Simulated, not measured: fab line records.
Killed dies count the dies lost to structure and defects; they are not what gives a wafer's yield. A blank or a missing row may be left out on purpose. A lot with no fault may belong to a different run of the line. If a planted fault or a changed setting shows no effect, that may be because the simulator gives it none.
Which of the tools did it? | flow n5Finfet | Sampling: 9 lots, 27 wafers, 5 of 1938 route steps

WHAT EACH GAUGE READ, for each wafer
N5_BEOL_M4_RC_MEAS_101.
lot  | measured     | on        | DIBL_N (mV/V)  | DIBL_P (mV/V)  | IOFF_N (nA/um)    | IOFF_P (nA/um)    | ION_N (uA/um) | ION_P (uA/um) | SS_N (mV/dec)  | SS_P (mV/dec)  | VT_N (mV)         | VT_P (mV)
L776 | day 8 02:04  | prober-01 | 37.6 37.6 37.4 | 37.9 38.2 37.4 | 0.159 0.161 0.151 | 0.247 0.259 0.246 | 674 665 661   | 474 465 464   | 72.6 72.1 72.0 | 72.9 73.1 73.3 | 249.2 249.9 252.7 | -247 -245 -247
L777 | day 8 01:47  | prober-02 | 34.2 36.8 33.5 | 34.5 37.8 33.2 | 0.138 0.194 0.126 | 0.227 0.293 0.204 | 667 698 671   | 469 488 473   | 71.9 72.0 71.0 | 73.4 74.1 73.4 | 252.3 244.4 253.8 | -246 -244 -246
L785 | day 9 22:13  | prober-01 | 35.6 34.5 36.8 | 37.4 36.0 39.1 | 0.153 0.135 0.185 | 0.196 0.181 0.229 | 662 667 685   | 455 455 465   | 70.7 71.2 72.3 | 72.7 72.0 73.3 | 250.1 251.2 245.4 | -252 -253 -249
L786 | day 10 13:11 | prober-02 | 37.6 39.3 37.1 | 38.4 39.5 37.7 | 0.144 0.178 0.144 | 0.228 0.256 0.224 | 657 687 670   | 461 476 468   | 71.7 71.7 71.6 | 73.7 74.3 72.9 | 252.0 250.2 250.8 | -246 -246 -249
L790 | day 11 06:25 | prober-01 | 36.4 34.8 36.8 | 34.2 32.8 35.0 | 0.148 0.125 0.151 | 0.204 0.186 0.219 | 672 666 671   | 460 462 464   | 71.7 71.0 71.2 | 72.3 73.0 72.6 | 250.5 254.5 252.0 | -250 -249 -248
L792 | day 12 05:56 | prober-02 | 34.3 35.7 32.6 | 33.4 34.8 31.0 | 0.122 0.139 0.103 | 0.160 0.177 0.131 | 657 666 656   | 450 453 450   | 70.8 71.0 70.6 | 73.0 72.7 72.2 | 254.2 251.7 255.1 | -257 -253 -259
L796 | day 12 23:07 | prober-02 | 33.4 34.2 37.0 | 33.3 34.3 37.3 | 0.105 0.113 0.147 | 0.157 0.175 0.210 | 659 652 681   | 456 451 467   | 71.1 71.2 71.7 | 72.7 72.6 73.5 | 254.6 254.2 253.8 | -255 -251 -250
L798 | day 13 08:04 | prober-02 | 35.3 34.6 34.8 | 34.7 34.2 34.0 | 0.139 0.141 0.134 | 0.193 0.188 0.191 | 673 679 679   | 460 464 464   | 71.3 70.8 71.5 | 73.2 74.3 73.3 | 253.2 253.1 251.2 | -250 -254 -251
L799 | day 13 14:23 | prober-01 | 34.1 36.1 35.6 | 35.2 37.2 36.6 | 0.146 0.166 0.160 | 0.200 0.217 0.213 | 676 667 676   | 467 462 461   | 70.4 71.7 71.5 | 73.2 73.4 73.7 | 249.4 249.0 250.4 | -249 -247 -251

TOOL THAT RAN EACH LOT (tool first, then ch and the chambers of the sampled wafers, then the start)
lot  | N5_ILD0_CMP_12               | N5_SDB_STRIP_21                  | N5_SDB_CMP_30                | N5_HKMG_FIN_HK_ALD_01
L776 | cmp-04 ch 0,1,2, day 3 17:41 | rieDiel-04 ch 1,2, day 3 18:47   | cmp-03 ch 0,1,3, day 3 22:22 | aldHk-01 ch 1,2,3, day 3 23:12
L777 | cmp-04 ch 0,2,3, day 4 00:44 | rieDiel-04 ch 0,3, day 4 02:11   | cmp-01 ch 0,2, day 4 05:54   | aldHk-02 ch 2,3, day 4 06:56
L785 | cmp-03 ch 0,1, day 6 00:01   | rieDiel-02 ch 0,1, day 6 01:11   | cmp-03 ch 0,3, day 6 04:47   | aldHk-03 ch 0,1,3, day 6 05:44
L786 | cmp-04 ch 1,2, day 6 05:08   | rieDiel-03 ch 1,2, day 6 06:35   | cmp-02 ch 0,2, day 6 09:56   | aldHk-03 ch 0,1,3, day 6 10:49
L790 | cmp-03 ch 0,1, day 7 10:28   | rieDiel-02 ch 1,2, day 7 11:28   | cmp-03 ch 0,1,2, day 7 14:52 | aldHk-03 ch 2,3, day 7 16:01
L792 | cmp-04 ch 0,3, day 7 18:21   | rieDiel-02 ch 0,1, day 7 19:29   | cmp-03 ch 0,1,3, day 7 22:53 | aldHk-01 ch 0,1, day 7 23:43
L796 | cmp-03 ch 1,2, day 8 18:02   | rieDiel-04 ch 0,3, day 8 19:07   | cmp-01 ch 0,1,2, day 8 23:25 | aldHk-03 ch 2,3, day 9 00:13
L798 | cmp-04 ch 1,3, day 9 05:12   | rieDiel-04 ch 0,1, day 9 06:11   | cmp-01 ch 0,1,2, day 9 09:43 | aldHk-01 ch 0,1,2, day 9 10:37
L799 | cmp-01 ch 0,1,2, day 9 16:36 | rieDiel-02 ch 1,2,3, day 9 18:07 | cmp-02 ch 0,2,3, day 9 21:40 | aldHk-01 ch 1,2,3, day 9 22:38
- N5_ILD0_CMP_12: polishes SiNx, stops on poly-Si, t overpolish 6 s, target thk 17.67 nm.
- N5_SDB_STRIP_21: strips in CF4.
- N5_SDB_CMP_30: polishes, stops on poly-Si, t overpolish 1.54 s, target thk 30 nm.
- N5_HKMG_FIN_HK_ALD_01: deposits HfO2, target thk 1.6 nm, pulse time 3 s, purge time 3 s.

AS READ BY THE TOOLS THEMSELVES (means over the sampled wafers that have a number; for cases with no such wafer, the mark the record gives instead)
N5_ILD0_CMP_12.
lot  | tool   | motorCurrentA (A) | overpolishRunS (s) | timeToEndpointS (s)
L776 | cmp-04 | 8.5               | 6.006              | 23.9
L777 | cmp-04 | 9.0               | 5.994              | 25.2
L785 | cmp-03 | 9.8               | 6.000              | 26.5
L786 | cmp-04 | 8.5               | 5.998              | 30.1
L790 | cmp-03 | 9.8               | 5.998              | 27.6
L792 | cmp-04 | 9.2               | 5.988              | 32.1
L796 | cmp-03 | 9.3               | 6.003              | 25.7
L798 | cmp-04 | 9.4               | 6.000              | 29.7
L799 | cmp-01 | 9.8               | 5.997              | 27.9

N5_SDB_STRIP_21.
lot  | tool       | drypumpMotorCurrentA (A) | oesProductAu (a.u.) | rfVppV (V) | showerheadPlenumPTorr (Torr) | throttleValvePct (%)
L776 | rieDiel-04 | 6.0                      | 0.80                | 271.9      | 1.84                         | 13.64
L777 | rieDiel-04 | 5.6                      | 0.77                | 271.3      | 1.82                         | 13.67
L785 | rieDiel-02 | 5.8                      | 0.72                | 269.6      | 1.74                         | 13.66
L786 | rieDiel-03 | 5.6                      | 0.88                | 272.8      | 1.82                         | 13.36
L790 | rieDiel-02 | 5.1                      | 0.85                | 271.6      | 1.79                         | 13.31
L792 | rieDiel-02 | 5.3                      | 0.87                | 272.1      | 1.84                         | 13.32
L796 | rieDiel-04 | 5.7                      | 0.92                | 272.3      | 1.81                         | 13.36
L798 | rieDiel-04 | 6.3                      | 0.80                | 271.7      | 1.82                         | 13.72
L799 | rieDiel-02 | 5.0                      | 0.80                | 271.1      | 1.78                         | 13.45

N5_SDB_CMP_30.
lot  | tool   | motorCurrentA (A) | overpolishRunS (s) | timeToEndpointS (s)
L776 | cmp-03 | 12.9              | 1.540              | 16.8
L777 | cmp-01 | 12.0              | 1.535              | 16.7
L785 | cmp-03 | 12.6              | 1.541              | 14.1
L786 | cmp-02 | 10.9              | 1.538              | 16.0
L790 | cmp-03 | 13.2              | 1.542              | 25.9
L792 | cmp-03 | 13.0              | 1.540              | 28.5
L796 | cmp-01 | 13.7              | 1.544              | 16.0
L798 | cmp-01 | 13.7              | 1.544              | 17.2
L799 | cmp-02 | 12.7              | 1.551              | 15.3

N5_HKMG_FIN_HK_ALD_01.
lot  | tool     | precursorPulseHeightRel
L776 | aldHk-01 | 1.004
L777 | aldHk-02 | 0.968
L785 | aldHk-03 | 0.977
L786 | aldHk-03 | 0.994
L790 | aldHk-03 | 1.007
L792 | aldHk-01 | 1.002
L796 | aldHk-03 | 0.993
L798 | aldHk-01 | 1.004
L799 | aldHk-01 | 0.997

THE ANSWER, worked out from the rows above alone
Rule: the lots themselves supply what counts as usual. The widest of any qualifying gaps counts: lots, ordered by their means at a reading, are off when they make up no more than a third of the lots, leave a main group of 4 or more, and stand apart from it by 3 or more times the standard deviation of that group's means. Not used: any main group whose means are identical at the precision the tables above print for the reading. Also off: a lot with no number at a reading for which 4 or more lots have one. Where the step has rows for the other lots, those lots are counted as sound. Order of review: gauges by route order, followed by the tools' own readings, for which a lot's mean as printed above is used. At the first step where some lot is off, the reading lying furthest off is the one used; lots without a number count as furthest.
Off at N5_SDB_CMP_30 (timeToEndpointS): L790, L792. The main group has a mean of 16.0 s with a standard deviation of 0.98.
If a tool, at that step or one of the process steps before it, ran each lot that is off and ran no sound lot following the first of them, it fits. One fits: cmp-03 at N5_SDB_CMP_30. A fault onset in the window from L785 (day 6 04:47, its last sound lot) to L790 (day 7 14:52, its first lot off) fits.
On the lots that are off, the tool's own readings at N5_SDB_CMP_30 differ by more than 5 times the standard deviation of the sound lots' means, which bears it out; timeToEndpointS reads 27.2 s there versus 16.0 s on the sound lots.

WHAT THE SIMULATOR HAD INSERTED
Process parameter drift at N5_SDB_CMP_30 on cmp-03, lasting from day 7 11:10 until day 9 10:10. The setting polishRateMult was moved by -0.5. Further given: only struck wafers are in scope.
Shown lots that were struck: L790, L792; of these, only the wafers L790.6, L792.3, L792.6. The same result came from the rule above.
